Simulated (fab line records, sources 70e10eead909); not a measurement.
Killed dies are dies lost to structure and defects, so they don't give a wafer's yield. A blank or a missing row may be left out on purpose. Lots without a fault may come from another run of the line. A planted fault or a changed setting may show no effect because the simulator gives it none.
Which tool did it? | flow nand_harc | 10 lots, 30 wafers sampled, at 5 steps of a route of 1302

WHAT THE GAUGES READ, wafer by wafer
NHARC_A_CHANNEL_HOLE_D1_INSPECT_40.
lot  | measured     | on                | raw_defect_count
L914 | day 9 23:49  | defect_inspect-02 | 737 769 766
L915 | day 10 10:44 | defect_inspect-01 | 782 711 714
L916 | day 11 00:09 | defect_inspect-01 | 752 747 742
L923 | day 13 12:05 | defect_inspect-02 | 115 97 91
L926 | day 14 18:45 | defect_inspect-01 | 61 64 71
L927 | day 15 16:33 | defect_inspect-01 | 101 98 109
L928 | day 16 04:30 | defect_inspect-02 | 102 88 97
L929 | day 16 16:39 | defect_inspect-02 | 92 130 93
L931 | day 17 00:53 | defect_inspect-02 | 85 85 65
L933 | day 19 16:28 | defect_inspect-01 | 41 34 38

WHICH TOOL RAN EACH LOT (tool, then ch and the chambers of the sampled wafers, then the start)
lot  | NHARC_A_CHANNEL_HOLE_D1_ETCH_19  | NHARC_A_CHANNEL_HOLE_D1_ETCH_22  | NHARC_A_CHANNEL_HOLE_D1_ETCH_23  | NHARC_A_CHANNEL_HOLE_D1_ETCH_24
L914 | har_etch-02 ch 0,1, day 9 18:07  | har_etch-02 ch 0,1, day 9 19:03  | har_etch-02 ch 0,1, day 9 19:38  | har_etch-02 ch 0,1, day 9 20:20
L915 | har_etch-02 ch 0,1, day 10 05:00 | har_etch-02 ch 0,1, day 10 05:56 | har_etch-02 ch 0,1, day 10 06:31 | har_etch-02 ch 0,1, day 10 07:13
L916 | har_etch-02 ch 0,1, day 10 18:28 | har_etch-02 ch 0,1, day 10 19:24 | har_etch-02 ch 0,1, day 10 19:59 | har_etch-02 ch 0,1, day 10 20:42
L923 | har_etch-02 ch 1, day 13 05:55   | har_etch-02 ch 1, day 13 06:52   | har_etch-02 ch 1, day 13 07:28   | har_etch-02 ch 1, day 13 08:10
L926 | har_etch-01 ch 0,1, day 14 13:02 | har_etch-01 ch 0,1, day 14 13:54 | har_etch-01 ch 0,1, day 14 14:28 | har_etch-01 ch 0,1, day 14 15:10
L927 | har_etch-02 ch 0,1, day 15 10:42 | har_etch-02 ch 0,1, day 15 11:39 | har_etch-02 ch 0,1, day 15 12:14 | har_etch-02 ch 0,1, day 15 12:57
L928 | har_etch-02 ch 0, day 15 22:46   | har_etch-02 ch 0, day 15 23:38   | har_etch-02 ch 0, day 16 00:13   | har_etch-02 ch 0, day 16 00:55
L929 | har_etch-02 ch 0,1, day 16 10:58 | har_etch-02 ch 0,1, day 16 11:56 | har_etch-02 ch 0,1, day 16 12:30 | har_etch-02 ch 0,1, day 16 13:12
L931 | har_etch-01 ch 0,1, day 16 19:12 | har_etch-01 ch 0,1, day 16 20:14 | har_etch-01 ch 0,1, day 16 20:50 | har_etch-01 ch 0,1, day 16 21:34
L933 | har_etch-02 ch 0, day 19 10:44   | har_etch-02 ch 0, day 19 11:37   | har_etch-02 ch 0, day 19 12:10   | har_etch-02 ch 0, day 19 12:52
- NHARC_A_CHANNEL_HOLE_D1_ETCH_19: etches the open film in C4F8/O2/Ar, time 34.5 s.
- NHARC_A_CHANNEL_HOLE_D1_ETCH_22: etches the open film in C4F8/O2/Ar, time 666.7 s, target depth 1600 nm.
- NHARC_A_CHANNEL_HOLE_D1_ETCH_23: etches the open film in C4F8/O2/Ar, time 819 s, target depth 1600 nm.
- NHARC_A_CHANNEL_HOLE_D1_ETCH_24: etches the open film in C4F8/O2/Ar, time 906.2 s, target depth 1500 nm.

THE ANSWER, worked out from the rows above alone
Rule: what is usual is taken from the lots themselves. Put in order of their means at a reading, lots are off if they are a third of the lots or fewer, leave a main group of 4 or more, and stand apart from it by a gap of 3 or more times the standard deviation of the main group's means; of several such gaps the widest counts. A main group whose means are all the same, to the digits that the tables above print for the reading, isn't used. A lot without any number at a reading at which 4 lots or more have one is off too. The other lots that the step has rows for count as sound.
Off: L914, L915, L916, at NHARC_A_CHANNEL_HOLE_D1_INSPECT_40 (raw_defect_count). The main group: mean 84, standard deviation 23.
A tool fits if, at a process step before that reading, it ran every lot that is off, and no sound lot after the first of them. The gauges at NHARC_A_CHANNEL_HOLE_D1_INSPECT_40 are tried like those tools. None of those tried fits.

WHAT THE SIMULATOR HAD PUT IN
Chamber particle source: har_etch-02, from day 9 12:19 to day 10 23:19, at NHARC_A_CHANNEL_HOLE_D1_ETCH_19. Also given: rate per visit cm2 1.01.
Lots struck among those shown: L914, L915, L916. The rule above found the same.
